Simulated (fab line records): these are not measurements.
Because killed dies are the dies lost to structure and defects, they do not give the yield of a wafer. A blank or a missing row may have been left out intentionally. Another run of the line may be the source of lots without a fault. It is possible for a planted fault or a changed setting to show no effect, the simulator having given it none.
fab line records	flow nandHarc
record: lots: 6	wafers: 18	lastDay: 24
route steps=1159 shown A_M1@1040 END@1159
lots that met no fault: from a run of the same line without faults
startH: start of the lot's first displayed wafer, in hours after the record's first day	waitH: hours elapsed since this lot's preceding step	" the same as in the row above	L1.1+2: a row that stands for several wafers	- no value, or no start given	* or withheld: withheld	< > ~ a bound
route shown NAME@n: a module of which the file shows steps, and the number in the route of the first	usual: mean/standard deviation taken from wafers without a fault	same: alike in all rows	chamber/n: place in a boat	sites: the reading at each site	_std_site: how widely they spread, as a standard deviation	_edge_site: the outer-site mean with the inner-site mean subtracted	radiusMm: how far each site lies from the wafer's centre	mask NAME#n: copy n	behind: the tool/chamber that last shaped the wafer	hold: why the lot went on hold/how many hours it stayed there/how the hold came to an end	device: names the non-switching transistor (n, p or np)	end of line: tests run on the same wafers once the route is complete	where a step has no rows: the recipe by itself	killed: at the first sort, the dies lost to defects and structure; wafer yield is something else	map: dies across one wafer; x = killed, . = not, _ = none there
set.NAME: setting as actually run; set.NAME@STEP: the setting as run at that earlier step	model.NAME: the simulator's own value behind a step, which no gauge read
lots at some steps of the route; a table a step, a row a wafer
services: a tool's chamber out of use, with start hour (startH, from the record's first day; less than 0 if before it), hours out, and reason
== steps ==
step: NHARC_A_M1_ETCH_35
recipe: targetDepthA: 400	overetchA: 120	timeS: 43.94	ionEnergyEv: 200	n2FlowSccm: 150	h2FlowSccm: 150	arFlowSccm: 0	rfW: 400	biasW: 150	chemistry: N2/H2
usual: drypumpMotorCurrentA: 5.41/0.26	oesProductAu: 0.998/0.0069	rfFwdPowerW: 395.4/1.7	rfVppV: 431.1/2.3	showerheadPlenumPTorr: 2.06/0.079	throttleValvePct: 14.171/0.0089
lot.wafer	tool	chamber	startH	waitH	drypumpMotorCurrentA	oesProductAu	rfFwdPowerW	rfHoursCounterH	rfVppV	showerheadPlenumPTorr	throttleValvePct
L812.3	rieDiel-03	0	433.45	0.1	5.29	1.005	394.8	2	430.0	1.98	14.171
L812.2	"	1	"	"	5.57	0.991	394.8	2	431.5	2.10	14.163
L812.4	"	2	"	"	5.47	0.990	394.8	2	433.6	2.13	14.161
L816.2	rieDiel-10	0	452.60	0.1	5.75	1.001	396.7	2	429.0	1.97	14.168
L816.5	"	2	"	"	5.57	1.001	397.3	-	430.1	2.00	14.168
L816.6	"	3	"	"	5.33	0.995	396.6	-	425.8	1.94	14.167
L822.1	rieDiel-12	1	491.85	0.1	5.38	1.003	395.3	8	431.2	2.09	14.167
L822.2	"	2	"	"	5.78	0.997	395.2	9	433.8	2.15	14.144
L822.6	"	2	"	"	5.79	1.002	395.3	-	434.0	2.15	14.166
L820.3	rieDiel-03	3	516.28	0.1	4.97	0.985	394.8	7	434.4	2.15	14.187
L820.1	"	2	"	"	5.46	0.980	396.2	7	433.9	2.13	14.168
L820.5	"	0	"	"	5.29	1.004	394.2	-	428.1	1.98	14.163
L824.3	rieDiel-10	2	517.70	0.1	5.55	0.987	398.2	4	430.1	2.00	14.184
L824.5	"	0	"	"	5.75	0.991	396.1	-	428.8	1.97	14.173
L824.6	"	1	"	"	5.56	1.004	396.6	-	432.0	2.13	14.172
L832.1	rieDiel-03	3	530.52	0.1	4.94	0.995	397.1	8	433.7	2.15	14.157
L832.2	"	1	"	"	5.56	1.004	395.4	8	432.2	2.09	14.173
L832.5	"	1	"	"	5.58	1.001	394.6	-	432.9	2.09	14.169
step: NHARC_A_M1_ETCH_15
recipe: targetDepthA: 1825	timeS: 91.2	c4f8FlowSccm: withheld	arFlowSccm: 400	rfW: 600	biasW: 300	chemistry: C4F8/Ar
usual: oesProductAu: 0.958/0.025	rfFwdPowerW: 596.1/2.3	rfVppV: 441.8/2.4
lot.wafer	tool	chamber	startH	waitH	oesProductAu	rfFwdPowerW	rfHoursCounterH	rfVppV
L812.4	rieDiel-03	1	-	-	0.965	592.7	2	442.5
L812.2	"	2	"	"	0.957	595.4	2	443.3
L812.3	"	0	"	"	0.982	594.4	2	438.3
L816.2	rieDiel-10	0	-	-	0.978	596.4	2	439.1
L816.5	"	3	"	"	0.957	594.8	-	437.9
L816.6	"	0	"	"	0.979	593.0	-	438.4
L822.2	rieDiel-12	1	-	-	0.911	595.7	8	442.1
L822.1	"	0	"	"	0.916	597.9	8	443.6
L822.6	"	2	"	"	0.914	595.4	-	444.6
L820.3	rieDiel-03	3	-	-	0.955	598.8	7	443.8
L820.1	"	1	"	"	0.990	594.9	8	441.7
L820.5	"	3	"	"	0.953	597.4	-	444.2
L824.3	rieDiel-10	3	-	-	0.951	596.4	4	436.7
L824.6	"	2	"	"	0.972	598.2	-	439.1
L824.5	"	3	"	"	0.948	598.5	-	435.7
L832.1	rieDiel-03	3	-	-	0.991	597.4	8	443.6
L832.2	"	0	"	"	1.011	594.5	8	439.2
L832.5	"	0	"	"	0.996	594.0	-	441.2
step: NHARC_A_M1_CD_MEAS_16
usual: cdNm: 120.0/0.57
lot.wafer	tool	chamber	startH	waitH	cdNm
L812.2	cdSem-01	-	433.67	-	119.5
L812.3	"	-	"	"	120.1
L812.4	"	-	"	"	119.6
L816.2	cdSem-01	-	452.81	-	118.7
L816.5	"	-	"	"	119.6
L816.6	"	-	"	"	119.4
L822.1	cdSem-03	-	492.07	-	120.3
L822.2	"	-	"	"	120.1
L822.6	"	-	"	"	118.8
L820.1	cdSem-03	-	516.50	-	120.3
L820.3	"	-	"	"	119.7
L820.5	"	-	"	"	119.8
L824.3	cdSem-03	-	517.92	-	119.7
L824.5	"	-	"	"	120.1
L824.6	"	-	"	"	118.7
L832.1	cdSem-01	-	530.77	-	120.1
L832.2	"	-	"	"	120.1
L832.5	"	-	"	"	119.3
step: NHARC_A_M1_STRIP_18
recipe: powerW: 1000	n2FlowSccm: 150	h2FlowSccm: 150	arFlowSccm: 0	biasW: 0	chemistry: N2/H2
usual: drypumpMotorCurrentA: 5.4/0.32	oesProductAu: 0.999/0.0078	rfFwdPowerW: 997/3	rfVppV: 91.0/0.89	showerheadPlenumPTorr: 2.10/0.071	throttleValvePct: 14.172/0.0088
lot.wafer	tool	chamber	startH	waitH	drypumpMotorCurrentA	oesProductAu	rfFwdPowerW	rfHoursCounterH	rfVppV	showerheadPlenumPTorr	throttleValvePct
L812.3	rieDiel-12	3	433.74	0.1	4.8	0.999	994	4	91.7	2.10	14.173
L812.4	"	0	"	"	5.7	0.992	997	4	91.0	2.19	14.168
L812.2	"	1	"	"	5.4	1.002	993	4	90.9	2.09	14.170
L816.2	rieDiel-03	2	452.95	0.1	5.5	0.979	996	2	91.5	2.13	14.166
L816.6	"	1	"	"	5.5	0.994	1000	-	90.9	2.10	14.178
L816.5	"	2	"	"	5.4	0.993	995	-	91.0	2.13	14.168
L822.2	rieDiel-12	0	492.19	0.1	5.6	0.987	1004	8	92.5	2.19	14.168
L822.1	"	1	"	"	5.4	0.996	989	8	90.3	2.09	14.179
L822.6	"	3	"	"	4.9	1.001	996	-	92.2	2.10	14.186
L820.3	rieDiel-10	3	516.60	0.1	5.3	0.993	1002	4	90.0	1.94	14.152
L820.1	"	0	"	"	5.7	1.011	996	4	91.6	1.97	14.169
L820.5	"	3	"	"	5.3	1.005	1001	-	91.3	1.94	14.177
L824.3	rieDiel-12	0	518.02	0.1	5.7	0.992	998	10	91.3	2.19	14.159
L824.5	"	3	"	"	4.9	1.011	991	-	90.4	2.10	14.175
L824.6	"	2	"	"	5.7	1.017	996	-	91.8	2.15	14.168
L832.2	rieDiel-12	0	530.87	0.1	5.6	0.992	996	12	91.3	2.19	14.160
L832.1	"	2	"	"	5.8	0.998	999	13	91.0	2.15	14.180
L832.5	"	3	"	"	4.9	0.998	992	-	91.2	2.10	14.182
step: NHARC_A_M1_ETCH_28
recipe: targetDepthA: 300	overEtchFrac: 0.3	timeS: 72.99	ionEnergyEv: 150	cf4FlowSccm: 50	n2FlowSccm: 100	arFlowSccm: 150	rfW: 300	biasW: 100	chemistry: CF4/N2
usual: drypumpMotorCurrentA: 5.4/0.31	oesProductAu: 0.999/0.0072	rfFwdPowerW: 297.4/1.2	rfVppV: 315.5/1.6	showerheadPlenumPTorr: 2.70/0.082	throttleValvePct: 19.795/0.0089
same: overEtchFrac: 0.3
lot.wafer	tool	chamber	startH	waitH	drypumpMotorCurrentA	oesProductAu	rfFwdPowerW	rfHoursCounterH	rfVppV	showerheadPlenumPTorr	throttleValvePct
L812.4	rieDiel-12	0	-	-	5.7	0.994	297.2	4	316.2	2.81	19.797
L812.3	"	1	"	"	5.4	1.009	298.2	4	315.5	2.69	19.796
L812.2	"	3	"	"	4.9	0.999	295.5	4	316.5	2.70	19.801
L816.2	rieDiel-03	1	-	-	5.6	0.996	296.9	2	315.6	2.69	19.796
L816.6	"	2	"	"	5.5	0.997	297.5	-	314.5	2.74	19.795
L816.5	"	3	"	"	5.0	0.998	298.8	-	314.9	2.75	19.799
L822.1	rieDiel-12	1	-	-	5.4	0.994	297.7	8	315.9	2.69	19.781
L822.2	"	2	"	"	5.8	0.987	296.5	9	315.4	2.75	19.779
L822.6	"	1	"	"	5.4	0.999	298.6	-	314.9	2.69	19.802
L820.1	rieDiel-10	2	-	-	5.5	0.998	297.9	4	313.6	2.58	19.787
L820.3	"	0	"	"	5.8	1.000	298.7	4	312.3	2.55	19.802
L820.5	"	3	"	"	5.3	1.015	297.6	-	312.1	2.51	19.784
L824.3	rieDiel-12	0	-	-	5.7	0.998	296.9	10	318.5	2.81	19.788
L824.5	"	3	"	"	4.9	0.986	295.4	-	315.4	2.70	19.798
L824.6	"	0	"	"	5.7	1.005	296.9	-	318.3	2.81	19.804
L832.2	rieDiel-12	2	-	-	5.8	0.998	297.3	13	316.7	2.75	19.782
L832.1	"	3	"	"	4.9	0.994	296.0	13	314.9	2.70	19.789
L832.5	"	0	"	"	5.7	0.985	298.0	-	317.0	2.81	19.803
step: NHARC_A_M1_STRIP_19
recipe: timeS: 600	tempC: 30	chemistry: postEtchResidueRemover
step: NHARC_A_M1_DEGAS_29
recipe: tempC: 250	timeS: 60
usual: heaterPowerW: 325/28
lot.wafer	tool	chamber	startH	waitH	heaterPowerW
L812.4	pvdSputter-02	-	434.38	-	375
L812.3	"	-	"	"	344
L812.2	"	-	"	"	326
L816.2	pvdSputter-02	-	453.61	-	335
L816.5	"	-	"	"	291
L816.6	"	-	"	"	372
L822.1	pvdSputter-03	-	492.79	-	299
L822.2	"	-	"	"	320
L822.6	"	-	"	"	294
L820.1	pvdSputter-02	-	517.22	-	328
L820.3	"	-	"	"	341
L820.5	"	-	"	"	322
L824.3	pvdSputter-02	-	518.71	-	293
L824.6	"	-	"	"	356
L824.5	"	-	"	"	332
L832.1	pvdSputter-01	-	531.49	-	361
L832.2	"	-	"	"	295
L832.5	"	-	"	"	303
step: NHARC_A_M1_PRE_CLEAN_30
recipe: timeS: 30	tempC: 280	gas: H2/He
step: NHARC_A_M1_PVD_20
recipe: targetThkA: 50	biasV: 168.6	powerW: 15000	chamberPressurePa: 0.12	timeS: 8.06	substrateTempC: 50	material: TaN
step: NHARC_A_M1_PVD_21
recipe: targetThkA: 300	chamberPressurePa: 5	powerW: 5000	substrateTempC: 30	timeS: 20.49	material: Cu
step: NHARC_A_M1_ECD_22
recipe: targetThkA: 4000	bathTempC: 25	material: Cu
step: NHARC_A_M1_ANNEAL_31
recipe: tempC: 225	timeS: 90
step: NHARC_A_M1_CMP_23
recipe: tOverpolishS: 20	targetThkNm: 154.34
usual: motorCurrentA: 12.5/0.91	timeToEndpointS: 29.2/2.1
lot.wafer	tool	chamber	startH	waitH	motorCurrentA	timeToEndpointS
L812.4	cmp-02	0	435.75	-	11.6	24.7
L812.3	"	2	"	"	13.4	28.7
L812.2	"	3	"	"	11.6	27.7
L816.2	cmp-03	1	455.02	-	12.4	25.5
L816.6	"	2	"	"	12.3	29.5
L816.5	"	3	"	"	13.3	28.5
L822.1	cmp-02	0	493.87	-	11.9	13.1
L822.2	"	2	"	"	13.4	15.5
L822.6	"	1	"	"	11.4	14.9
L820.1	cmp-02	1	518.36	-	11.6	17.6
L820.3	"	2	"	"	13.2	16.3
L820.5	"	3	"	"	11.5	14.3
L824.3	cmp-03	0	519.84	-	12.8	29.1
L824.6	"	0	"	"	13.3	27.6
L824.5	"	1	"	"	13.6	29.6
L832.2	cmp-03	3	532.63	-	12.9	30.4
L832.1	"	0	"	"	14.0	32.3
L832.5	"	3	"	"	12.6	30.4
step: NHARC_A_M1_THK_MEAS_24
recipe: thkMeasGauge: xrf
usual: thkNm: 154.6/1.3
lot.wafer	tool	chamber	startH	waitH	thkNm
L812.2	filmMetro-02	-	436.07	-	154.9
L812.3	"	-	"	"	154.6
L812.4	"	-	"	"	155.5
L816.2	filmMetro-01	-	455.26	-	153.0
L816.5	"	-	"	"	152.8
L816.6	"	-	"	"	153.7
L822.1	filmMetro-01	-	494.19	-	149.0
L822.2	"	-	"	"	148.5
L822.6	"	-	"	"	149.5
L820.1	filmMetro-01	-	518.61	-	147.5
L820.3	"	-	"	"	149.7
L820.5	"	-	"	"	145.0
L824.3	filmMetro-02	-	520.15	-	154.7
L824.5	"	-	"	"	154.4
L824.6	"	-	"	"	155.2
L832.1	filmMetro-02	-	532.92	-	155.4
L832.2	"	-	"	"	156.5
L832.5	"	-	"	"	156.9
step: NHARC_A_M1_SRD_25
step: NHARC_END_SORT_01
recipe: tempC: 25
usual: defectLimitedYield: 95.5/1.4	killedAtArray: 27/9.8	killedAtOther: 0.6/0.83	killedAtPeriphery: 3.5/2.4	killedDies: 31/9.6	killedOpen: 3.1/1.9	killedShort: 2.0/1.5	sort_bin_2_pct: 1.4/0.6	sort_bin_3_pct: 0.26/0.23	sort_bin_4_pct: 2.8/0.89	sortNPass: 646/9.6	sortRimYieldPct: 96.6/2.5	sortYieldPct: 95.5/1.4
same: grossDies: 677	sort_bin_5_pct[%]: 0	sort_bin_6_pct[%]: 0	sort_bin_7_pct[%]: 0	sort_bin_8_pct[%]: 0	sortRimNGross: 106.00
lot.wafer	tool	chamber	startH	waitH	defectLimitedYield[%]	killedAtArray	killedAtOther	killedAtPeriphery	killedDies	killedOpen	killedShort	sort_bin_2_pct[%]	sort_bin_3_pct[%]	sort_bin_4_pct[%]	sortNPass	sortRimYieldPct[%]	sortYieldPct[%]
L812.2	prober-02	0	475.25	2.8	94.7	32	2	2	36	4	2	1.9	0.74	2.7	641	95.3	94.7
L812.3	prober-02	0	476.05	3.1	95.3	29	2	1	32	1	1	0.7	0.30	3.7	645	96.2	95.3
L812.4	prober-02	0	476.86	3.4	95.0	28	3	3	34	0	2	1.9	0.44	2.7	643	98.1	95.0
L816.2	prober-02	0	490.86	2.8	93.8	33	2	7	42	8	3	2.2	0.30	3.7	635	98.1	93.8
L816.5	prober-02	0	493.25	3.7	93.6	40	1	2	43	1	1	2.5	0.44	3.4	634	96.2	93.6
L816.6	prober-02	0	494.05	4.0	94.7	35	0	1	36	3	1	1.8	0.15	3.4	641	99.1	94.7
L822.1	prober-02	0	530.97	2.5	96.9	14	0	7	21	3	2	0.6	0.15	2.4	656	98.1	96.9
L822.2	prober-02	0	531.76	2.8	96.2	17	1	8	26	5	2	0.6	0	3.2	651	94.3	96.2
L822.6	prober-02	0	534.93	4.0	96.0	15	0	12	27	2	1	0.7	0.44	2.8	650	91.5	96.0
L820.1	prober-02	0	551.76	2.5	95.1	30	0	3	33	6	5	1.0	0.44	3.4	644	98.1	95.1
L820.3	prober-02	0	553.37	3.1	95.1	32	0	1	33	1	1	1.9	0.30	2.7	644	98.1	95.1
L820.5	prober-02	0	554.97	3.7	95.4	30	1	0	31	4	3	2.1	0	2.5	646	98.1	95.4
L824.3	prober-02	0	569.04	3.1	97.8	12	0	3	15	2	0	0.9	0	1.3	662	95.3	97.8
L824.5	prober-02	0	570.65	3.7	97.9	11	0	3	14	4	0	0.4	0	1.6	663	100.0	97.9
L824.6	prober-02	0	571.46	4.0	97.9	14	0	0	14	2	2	0.3	0	1.8	663	96.2	97.9
L832.1	prober-02	0	575.26	2.5	94.8	27	0	8	35	3	2	1.8	0.44	3.0	642	99.1	94.8
L832.2	prober-02	0	576.06	2.8	95.4	28	0	3	31	3	0	1.5	0.30	2.8	646	100.0	95.4
L832.5	prober-02	0	578.47	3.7	95.6	29	0	1	30	8	1	1.2	0.15	3.1	647	98.1	95.6
killed by level:class
L812.2 A_CHANNEL_HOLE_D1:chamberFilmFlake=14 A_SLIT:chamberFilmFlake=5 A_STAIRCASE:chamberFilmFlake=4 A_WL_FILL:chamberFilmFlake=2 A_CONTACT:chamberFilmFlake=2 THIN_TSV:chamberFilmFlake=2 P_CONTACT:geometricParticle:open=1 A_SOURCE_PLATE:geometricParticle:short=1
L812.3 A_CHANNEL_HOLE_D1:chamberFilmFlake=16 A_STAIRCASE:chamberFilmFlake=4 A_WL_FILL:chamberFilmFlake=3 A_SLIT:chamberFilmFlake=2 A_CONTACT:chamberFilmFlake=2 THIN_TSV:chamberFilmFlake=2 A_CHANNEL_FILL_D1:geometricParticle:open=1 A_CONTACT:geometricParticle:short=1
L812.4 A_CHANNEL_HOLE_D1:chamberFilmFlake=9 A_SLIT:chamberFilmFlake=8 A_STAIRCASE:chamberFilmFlake=5 THIN_TSV:chamberFilmFlake=3 P_STI:chamberFilmFlake=2 A_WL_FILL:chamberFilmFlake=2 A_CONTACT:chamberFilmFlake=2 A_CHANNEL_FILL_D1:geometricParticle:short=1
L816.2 A_CHANNEL_HOLE_D1:chamberFilmFlake=19 A_STAIRCASE:chamberFilmFlake=5 P_M0:chamberFilmFlake=3 P_M0:geometricParticle:open=2 A_CHANNEL_FILL_D1:geometricParticle:short=2 A_SGD_CUT:geometricParticle:open=2 A_CONTACT:chamberFilmFlake=2 THIN_TSV:chamberFilmFlake=2
L816.5 A_CHANNEL_HOLE_D1:chamberFilmFlake=24 A_STAIRCASE:chamberFilmFlake=7 A_BLC:chamberFilmFlake=3 A_CONTACT:chamberFilmFlake=2 A_CHANNEL_FILL_D1:geometricParticle:open=1 A_CHANNEL_FILL_D1:geometricParticle:short=1 P_ZERO_WELL:chamberFilmFlake=1 P_M0:chamberFilmFlake=1
L816.6 A_CHANNEL_HOLE_D1:chamberFilmFlake=17 A_STAIRCASE:chamberFilmFlake=6 A_CONTACT:chamberFilmFlake=4 A_BLC:chamberFilmFlake=2 A_ONON_D1:geometricParticle:short=1 A_CHANNEL_FILL_D1:geometricParticle:open=1 A_SGD_CUT:geometricParticle:open=1 A_WL_FILL:geometricParticle:open=1
L822.1 A_CHANNEL_HOLE_D1:chamberFilmFlake=7 P_GATE:chamberFilmFlake=3 P_M0:chamberFilmFlake=3 A_CONTACT:chamberFilmFlake=2 P_STI:geometricParticle:open=1 A_CHANNEL_FILL_D1:geometricParticle:short=1 A_SGD_CUT:geometricParticle:open=1 A_SGD_CUT:geometricParticle:short=1
L822.2 P_GATE:chamberFilmFlake=5 A_CONTACT:chamberFilmFlake=5 A_CHANNEL_HOLE_D1:chamberFilmFlake=3 A_SOURCE_PLATE:geometricParticle:open=2 P_M0:chamberFilmFlake=2 P_M0:geometricParticle:open=1 A_WL_FILL:geometricParticle:short=1 A_CONTACT:geometricParticle:short=1
L822.6 A_CHANNEL_HOLE_D1:chamberFilmFlake=6 P_M0:chamberFilmFlake=5 P_GATE:chamberFilmFlake=4 A_CONTACT:chamberFilmFlake=4 P_ZERO_WELL:chamberFilmFlake=2 P_CONTACT:geometricParticle:open=1 A_CHANNEL_FILL_D1:geometricParticle:short=1 A_SLIT:geometricParticle:open=1
L820.1 A_CHANNEL_HOLE_D1:chamberFilmFlake=13 A_CONTACT:chamberFilmFlake=6 A_CHANNEL_FILL_D1:geometricParticle:open=2 A_CONTACT:geometricParticle:open=2 P_M0:geometricParticle:open=1 P_M2:geometricParticle:short=1 A_ONON_D1:geometricParticle:short=1 A_CHANNEL_HOLE_D1:geometricParticle:short=1
L820.3 A_CHANNEL_HOLE_D1:chamberFilmFlake=17 A_CONTACT:chamberFilmFlake=6 A_SLIT:chamberFilmFlake=3 A_ZERO_WELL:chamberFilmFlake=2 A_ONON_D1:geometricParticle:open=1 A_WL_FILL:geometricParticle:short=1 P_M1:chamberFilmFlake=1 A_STAIRCASE:chamberFilmFlake=1
L820.5 A_CHANNEL_HOLE_D1:chamberFilmFlake=16 A_CONTACT:chamberFilmFlake=4 A_WL_FILL:geometricParticle:open=3 A_SLIT:chamberFilmFlake=2 A_ONON_D1:geometricParticle:short=1 A_CHANNEL_HOLE_D1:geometricParticle:short=1 A_CONTACT:geometricParticle:open=1 STARTING-WAFER:geometricParticle:short=1
L824.3 A_CHANNEL_HOLE_D1:chamberFilmFlake=6 A_CHANNEL_FILL_D1:chamberFilmFlake=3 P_GATE:geometricParticle:open=2 A_CONTACT:chamberFilmFlake=2 P_M0:chamberFilmFlake=1 A_WL_FILL:chamberFilmFlake=1
L824.5 A_CHANNEL_HOLE_D1:chamberFilmFlake=6 A_CHANNEL_FILL_D1:chamberFilmFlake=3 P_CONTACT:geometricParticle:open=2 A_CONTACT:geometricParticle:open=2 P_GATE:chamberFilmFlake=1
L824.6 A_CHANNEL_HOLE_D1:chamberFilmFlake=5 A_CHANNEL_FILL_D1:chamberFilmFlake=3 A_STAIRCASE:geometricParticle:short=1 A_SGD_CUT:geometricParticle:short=1 A_CONTACT:geometricParticle:open=1 A_M1:geometricParticle:open=1 A_SLIT:chamberFilmFlake=1 A_CONTACT:chamberFilmFlake=1
L832.1 A_CHANNEL_HOLE_D1:chamberFilmFlake=22 P_BONDPAD:chamberFilmFlake=3 P_M0:chamberFilmFlake=2 A_WL_FILL:chamberFilmFlake=2 P_CONTACT:geometricParticle:open=1 P_M0:geometricParticle:open=1 A_SOURCE_PLATE:geometricParticle:open=1 A_CHANNEL_FILL_D1:geometricParticle:short=1
L832.2 A_CHANNEL_HOLE_D1:chamberFilmFlake=24 A_CHANNEL_FILL_D1:geometricParticle:open=1 A_WL_FILL:geometricParticle:open=1 A_M1:geometricParticle:open=1 P_STI:chamberFilmFlake=1 P_GATE:chamberFilmFlake=1 P_M0:chamberFilmFlake=1 A_STAIRCASE:chamberFilmFlake=1
L832.5 A_CHANNEL_HOLE_D1:chamberFilmFlake=20 A_CHANNEL_FILL_D1:geometricParticle:open=2 A_CONTACT:geometricParticle:open=2 A_M0:geometricParticle:open=2 A_CHANNEL_FILL_D1:geometricParticle:short=1 A_SLIT:geometricParticle:open=1 A_WL_FILL:geometricParticle:open=1 P_BONDPAD:chamberFilmFlake=1
== services ==
tool	chamber	startH	hours	kind
rieDiel-12	0	412.97	-	clean
rieDiel-12	1	412.97	-	clean
rieDiel-12	2	412.97	-	clean
rieDiel-12	3	412.97	-	clean
rieDiel-12	-	417.86	0.5	repair
cmp-02	-	423.19	4.0	pm
rieDiel-12	0	437.47	-	clean
rieDiel-12	1	437.47	-	clean
cmp-02	-	442.97	0.5	repair
cmp-03	-	450.05	4.0	pm
rieDiel-03	0	451.58	3.9	repair
pvdSputter-03	-	458.04	10.0	pm
rieDiel-10	1	479.27	7.9	repair
cmp-03	-	482.21	0.7	repair
cmp-03	-	489.96	3.5	repair
cmp-03	-	494.86	3.8	repair
rieDiel-10	-	498.21	0.2	repair
rieDiel-12	1	506.69	14.3	repair
pvdSputter-01	-	514.04	10.0	pm
rieDiel-03	2	519.95	14.1	repair
cmp-02	-	521.19	4.0	pm
pvdSputter-02	-	525.97	4.2	repair
rieDiel-03	-	527.05	0.4	repair
rieDiel-10	-	530.50	9.0	pm
== key ==
firstSign: step: NHARC_A_M1_CMP_23	reading: timeToEndpointS	direction: down	sigmas: 6.5	usual: *	struck: *
effect: step: NHARC_A_M1_THK_MEAS_24	reading: thkNm	direction: down	sigmas: 4.8	usual: 154.6	struck: 148.2
metAt NHARC_A_M1_CMP_23
struckWafers L820.1,L820.3,L820.5,L822.1,L822.2,L822.6
onsetBetween 435.75 493.87
fault: kind: processParameterDrift	tool: cmp-02	chamber: -	onsetH: 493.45	steps: NHARC_A_M1_CMP_23	channel: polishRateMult	offset: 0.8	shape: step	endH: 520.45
